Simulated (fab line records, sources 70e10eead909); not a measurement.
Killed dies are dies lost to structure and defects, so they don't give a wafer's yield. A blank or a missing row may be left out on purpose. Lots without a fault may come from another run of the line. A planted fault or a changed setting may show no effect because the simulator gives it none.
fab line records | flow nand_harc
record lots=14 wafers=42 last_day=33
route steps=1302 shown A_CHANNEL_HOLE_D1@477 A_ONON_D2@551 END@1302
lots that met no fault: from a run of the same line without faults
start_h: hours from the record's first day to the start of the lot's first wafer shown | wait_h: hours since the lot's step before | " the same as in the row above | L1.1+2: a row that stands for several wafers | - no value, or no start given | * or withheld: withheld | < > ~ a bound
route shown NAME@n: a module of which the file shows steps, and the number in the route of the first | usual: mean/standard deviation of fault-free wafers | same: alike in all rows | chamber/n: place in a boat | sites: the reading at each site | _std_site: their standard deviation | _edge_site: outer sites' mean less inner sites' | radius_mm: how far each site lies from the wafer's centre | mask NAME#n: copy n | behind: the tool/chamber that last shaped the wafer | hold: why the lot was held/for how many hours/how that ended | device: the transistor (n, p or np) that didn't switch | end of line: the same wafers' tests at the end of the route | a step without rows: its recipe alone | killed: dies lost to structure and defects at the first sort, not the wafer's yield | map: a wafer's dies, x killed, . not, _ none there
set.NAME: the setting as run; set.NAME@STEP: as run at that earlier step | model.NAME: the simulator's own value behind a step, which no gauge read
steps of the route over a sample of lots; a table a step, a row a wafer
services: from which hour (start_h, from the record's first day; less than 0 if before it) a tool's chamber was out of use, for how many hours, and why
## steps
# step NHARC_A_CHANNEL_HOLE_D1_ETCH_25
# recipe bias_v=5000 source_w=withheld pressure_mtorr=20 time_s=1040.2 ar_flow_sccm=375 c4f8_flow_sccm=93.8 o2_flow_sccm=31.2 temp_c=-20 target_depth_a=15000 chemistry=C4F8/O2/Ar
# usual drypump_motor_current_A=6.0/0.42 he_backside_leak_sccm=6.2/0.78 showerhead_plenum_p_Torr=3.72/0.094 throttle_valve_pct=32.237/0.0093
# columns lot.wafer tool chamber start_h wait_h drypump_motor_current_A he_backside_leak_sccm rf_hours_counter_h showerhead_plenum_p_Torr throttle_valve_pct
L220.1 har_etch-02 0 179.69 0.6 5.5 7.0 293 3.62 32.248
L220.4 " 0 " " 5.4 6.9 - 3.62 32.226
L220.3 " 1 " " 6.6 6.8 - 3.76 32.234
L221.1 har_etch-01 1 200.38 0.7 6.2 5.7 98 3.72 32.227
L221.3 " 1 " " 6.2 6.1 - 3.72 32.221
L221.5 " 1 " " 6.2 6.0 - 3.72 32.243
L222.2 har_etch-02 1 207.84 0.7 6.6 7.0 309 3.75 32.239
L222.4 " 1 " " 6.6 6.8 - 3.75 32.263
L222.5 " 1 " " 6.6 6.8 - 3.75 32.227
L223.1 har_etch-01 0 215.50 0.6 5.9 5.2 105 3.87 32.251
L223.2 " 1 " " 6.2 5.4 105 3.72 32.254
L223.3 " 1 " " 6.1 5.7 - 3.72 32.232
L225.1 har_etch-01 1 234.36 0.6 6.2 5.7 121 3.71 32.230
L225.4 " 0 " " 5.9 5.4 - 3.86 32.240
L225.6 " 1 " " 6.2 5.7 - 3.71 32.240
L226.1 har_etch-02 1 247.57 0.7 6.6 6.7 332 3.74 32.247
L226.4 " 0 " " 5.5 7.2 - 3.60 32.221
L226.5 " 0 " " 5.4 7.0 - 3.60 32.237
L227.3 har_etch-02 0 251.87 0.7 5.4 7.1 - 3.60 32.244
L227.4 " 1 " " 6.6 6.6 - 3.74 32.233
L227.5 " 1 " " 6.6 6.6 - 3.74 32.256
L228.4 har_etch-01 1 270.71 0.7 6.2 5.8 - 3.70 32.210
L228.6 " 1 " " 6.2 5.6 - 3.70 32.235
L228.5 " 0 " " 5.8 5.1 - 3.85 32.242
L229.3 har_etch-02 1 275.77 0.7 6.6 6.8 - 3.73 32.220
L229.5 " 0 " " 5.5 7.0 - 3.59 32.217
L229.6 " 1 " " 6.6 6.6 - 3.73 32.221
L231.1 har_etch-02 0 292.72 0.6 5.4 7.1 359 3.58 32.236
L231.6 " 0 " " 5.4 7.4 - 3.58 32.234
L231.5 " 1 " " 6.6 6.8 - 3.73 32.250
L232.1 har_etch-01 0 300.38 0.6 5.9 5.4 155 3.84 32.217
L232.4 " 0 " " 5.9 5.1 - 3.84 32.240
L232.5 " 1 " " 6.2 5.6 - 3.69 32.242
L236.2 har_etch-02 1 354.64 0.6 6.6 6.9 393 3.71 32.220
L236.4 " 0 " " 5.5 7.4 - 3.57 32.244
L236.5 " 1 " " 6.6 6.8 - 3.71 32.248
L240.4 har_etch-01 0 390.58 0.7 5.9 5.3 - 3.81 32.244
L240.3 " 1 " " 6.2 6.0 - 3.66 32.249
L240.5 " 1 " " 6.2 6.3 - 3.66 32.242
L242.1 har_etch-01 0 413.57 0.7 5.9 5.3 228 3.80 32.230
L242.3 " 1 " " 6.2 6.4 - 3.65 32.243
L242.6 " 0 " " 5.9 5.3 - 3.80 32.227
# step NHARC_A_CHANNEL_HOLE_D1_CD_MEAS_30
# usual cd_nm=89.9/1.3
# columns lot.wafer tool chamber start_h wait_h cd_nm
L220.1 cd_sem-02 - 182.47 - 89.5
L220.3 " - " " 90.5
L220.4 " - " " 91.0
L221.1 cd_sem-02 - 202.86 - 89.7
L221.3 " - " " 88.4
L221.5 " - " " 89.9
L222.2 cd_sem-03 - 210.53 - 88.9
L222.4 " - " " 88.0
L222.5 " - " " 89.4
L223.1 cd_sem-03 - 218.47 - 88.3
L223.2 " - " " 88.3
L223.3 " - " " 88.1
L225.1 cd_sem-03 - 236.97 - 89.5
L225.4 " - " " 89.6
L225.6 " - " " 88.2
L226.1 cd_sem-01 - 250.09 - 92.0
L226.4 " - " " 88.9
L226.5 " - " " 91.4
L227.3 cd_sem-02 - 254.20 - 90.8
L227.4 " - " " 89.9
L227.5 " - " " 89.6
L228.4 cd_sem-03 - 273.20 - 91.3
L228.5 " - " " 91.0
L228.6 " - " " 92.9
L229.3 cd_sem-01 - 277.96 - 88.6
L229.5 " - " " 91.0
L229.6 " - " " 90.9
L231.1 cd_sem-02 - 295.35 - 88.1
L231.5 " - " " 87.3
L231.6 " - " " 88.1
L232.1 cd_sem-01 - 302.85 - 87.5
L232.4 " - " " 88.1
L232.5 " - " " 89.2
L236.2 cd_sem-03 - 357.28 - 90.2
L236.4 " - " " 88.9
L236.5 " - " " 88.4
L240.3 cd_sem-02 - 392.93 - 91.1
L240.4 " - " " 90.8
L240.5 " - " " 90.2
L242.1 cd_sem-03 - 416.04 - 88.4
L242.3 " - " " 88.6
L242.6 " - " " 90.7
# step NHARC_A_ONON_D2_DEP_09
# recipe target_thk_a=10000 n2_flow_sccm=2750 n2o_flow_sccm=2000 nh3_flow_sccm=500 sih4_flow_sccm=210 temp_c=400
# columns lot.wafer tool chamber start_h wait_h
L220.1+3+4 pecvd_onon-04 0 268.02 0.1
L221.1+3+5 pecvd_onon-03 0 289.36 0.1
L222.2+4+5 pecvd_onon-01 0 298.47 0.1
L223.1+2+3 pecvd_onon-04 0 305.21 0.1
L225.1+4+6 pecvd_onon-03 0 328.13 0.1
L226.1+4+5 pecvd_onon-03 0 337.14 0.1
L227.3+4+5 pecvd_onon-04 0 339.86 0.2
L228.4+5+6 pecvd_onon-03 0 361.81 0.2
L229.3+5+6 pecvd_onon-03 0 364.90 0.2
L231.1+5+6 pecvd_onon-01 0 385.39 0.1
L232.1+4+5 pecvd_onon-01 0 391.31 0.1
L236.2+4+5 pecvd_onon-04 0 442.52 0.1
L240.3+4+5 pecvd_onon-03 0 477.20 0.2
L242.1+3+6 pecvd_onon-03 0 504.07 0.1
# step NHARC_A_ONON_D2_THK_MEAS_11
# recipe thk_meas_gauge=ellipsometry
# usual thk_nm=999/9.1
# columns lot.wafer tool chamber start_h wait_h thk_nm
L220.1 film_metro-02 - 268.54 - 1005
L220.3 " - " " 1002
L220.4 " - " " 1003
L221.1 film_metro-01 - 289.87 - 1002
L221.3 " - " " 1003
L221.5 " - " " 1004
L222.2 film_metro-02 - 298.93 - 990
L222.4 " - " " 990
L222.5 " - " " 990
L223.1 film_metro-01 - 305.72 - 992
L223.2 " - " " 992
L223.3 " - " " 991
L225.1 film_metro-02 - 328.65 - 1003
L225.4 " - " " 1004
L225.6 " - " " 1006
L226.1 film_metro-02 - 337.66 - 1004
L226.4 " - " " 1004
L226.5 " - " " 1005
L227.3 film_metro-02 - 340.26 - 984
L227.4 " - " " 985
L227.5 " - " " 982
L228.4 film_metro-01 - 362.14 - 988
L228.5 " - " " 987
L228.6 " - " " 990
L229.3 film_metro-02 - 365.29 - 1006
L229.5 " - " " 1005
L229.6 " - " " 1005
L231.1 film_metro-01 - 385.92 - 1007
L231.5 " - " " 1007
L231.6 " - " " 1006
L232.1 film_metro-02 - 391.82 - 998
L232.4 " - " " 996
L232.5 " - " " 999
L236.2 film_metro-01 - 442.97 - 996
L236.4 " - " " 996
L236.5 " - " " 997
L240.3 film_metro-01 - 477.60 - 1576
L240.4 " - " " 1577
L240.5 " - " " 1574
L242.1 film_metro-01 - 504.59 - 1555
L242.3 " - " " 1554
L242.6 " - " " 1553
# step NHARC_END_SORT_01
# recipe temp_c=25
# usual killed_at_array=54/17 killed_at_other=1.0/1.4 killed_at_periphery=3.6/2.1 killed_dies=58/17 killed_open=3.2/2 killed_short=2.5/1.5
# same gross_dies=677
# columns lot.wafer tool chamber start_h wait_h killed_at_array killed_at_other killed_at_periphery killed_dies killed_open killed_short
L240.3 prober-02 0 773.29 3.1 672 0 5 677 4 1
L240.4 prober-02 0 774.08 3.4 673 0 4 677 6 0
L240.5 prober-02 0 774.87 3.7 673 0 4 677 4 3
L242.1 prober-01 0 799.01 2.5 676 1 0 677 3 1
L242.3 prober-01 0 800.59 3.1 674 0 3 677 3 4
L242.6 prober-01 0 802.95 3.9 672 0 5 677 7 4
# killed by level:class
L240.3 A_ONON_D2:area_dep=587 A_SLIT:chamber_film_flake=32 A_CHANNEL_HOLE_D2:chamber_film_flake=31 A_CHANNEL_HOLE_D1:chamber_film_flake=10 A_STAIRCASE:chamber_film_flake=4 P_CONTACT:geometric_particle:open=2 A_SGD_CUT:chamber_film_flake=2 A_WL_FILL:chamber_film_flake=2
L240.4 A_ONON_D2:area_dep=612 A_SLIT:chamber_film_flake=23 A_CHANNEL_HOLE_D2:chamber_film_flake=20 A_CHANNEL_HOLE_D1:chamber_film_flake=9 P_GATE:chamber_film_flake=2 A_CHANNEL_FILL_D1:chamber_film_flake=2 A_STAIRCASE:chamber_film_flake=2 P_GATE:geometric_particle:open=1
L240.5 A_ONON_D2:area_dep=585 A_CHANNEL_HOLE_D2:chamber_film_flake=34 A_SLIT:chamber_film_flake=30 A_CHANNEL_HOLE_D1:chamber_film_flake=9 A_CONTACT:chamber_film_flake=4 A_STAIRCASE:chamber_film_flake=3 P_ZERO_WELL:chamber_film_flake=2 P_GATE:geometric_particle:short=1
L242.1 A_ONON_D2:area_dep=603 A_SLIT:chamber_film_flake=36 A_CHANNEL_HOLE_D1:chamber_film_flake=22 A_STAIRCASE:chamber_film_flake=5 A_CHANNEL_FILL_D1:chamber_film_flake=3 A_WL_FILL:chamber_film_flake=3 A_CHANNEL_FILL_D1:geometric_particle:open=1 A_ONON_D2:geometric_particle:open=1
L242.3 A_ONON_D2:area_dep=604 A_SLIT:chamber_film_flake=32 A_CHANNEL_HOLE_D1:chamber_film_flake=22 A_CONTACT:chamber_film_flake=6 A_ONON_D2:geometric_particle:short=2 P_ZERO_WELL:chamber_film_flake=2 A_WL_FILL:chamber_film_flake=2 P_M0:geometric_particle:short=1
L242.6 A_ONON_D2:area_dep=615 A_SLIT:chamber_film_flake=25 A_CHANNEL_HOLE_D1:chamber_film_flake=10 A_STAIRCASE:chamber_film_flake=5 A_CONTACT:chamber_film_flake=4 A_WL_FILL:chamber_film_flake=3 P_GATE:geometric_particle:open=2 A_CHANNEL_FILL_D2:geometric_particle:open=2
## services
# columns tool chamber start_h hours kind
pecvd_onon-04 - 160.60 4.0 repair
pecvd_onon-03 - 227.00 13.0 pm
har_etch-02 - 242.88 0.3 repair
pecvd_onon-01 - 269.10 13.0 pm
pecvd_onon-04 - 311.05 13.0 pm
har_etch-01 - 315.20 4.6 repair
har_etch-02 - 381.82 17.0 pm
har_etch-02 0 381.82 17.0 vent_cycle
har_etch-02 1 381.82 17.0 vent_cycle
har_etch-02 0 398.82 - clean
har_etch-02 0 398.82 - consumable_replace:focus_ring
har_etch-02 0 398.82 - consumable_replace:showerhead
har_etch-02 1 398.82 - clean
har_etch-02 1 398.82 - consumable_replace:focus_ring
pecvd_onon-03 - 408.00 13.0 pm
pecvd_onon-01 - 450.10 13.0 pm
pecvd_onon-04 - 492.05 13.0 pm
## key
first_sign step=NHARC_A_ONON_D2_THK_MEAS_11 reading=thk_nm direction=up sigmas=62 usual=999 struck=1565
effect step=NHARC_END_SORT_01 reading=killed_dies direction=up sigmas=36 usual=58 struck=677
more_kills_born_at NHARC_A_ONON_D2_DEP_09@pecvd_onon-03=3606
met_at NHARC_A_ONON_D2_DEP_09
struck_lots L240,L242
later_rows_left_out L240.3,L240.4,L240.5,L242.1,L242.3,L242.6
tester_left_out L240,L242
not_acting_at NHARC_A_CHANNEL_HOLE_D1_ETCH_25,NHARC_A_CHANNEL_HOLE_D1_CD_MEAS_30
onset_between 364.90 477.20
also_fits time
fault kind=process_parameter_drift tool=pecvd_onon-03 chamber=- onset_h=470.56 steps=NHARC_A_ONON_D2_DEP_09 channel=target_thk_a offset=* shape=step end_h=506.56 acts_in=* stated=*
# tester_left_out: of these lots the tester's yield and bins aren't shown, on N5 and GAA mostly nor the transistor test; their killed dies are dies lost to structure and defects alone, not to doping, threshold or leakage, so they don't give the yield
# later_rows_left_out: the simulator's readings of these wafers behind a module that went badly wrong aren't trusted and aren't shown, but for the sort
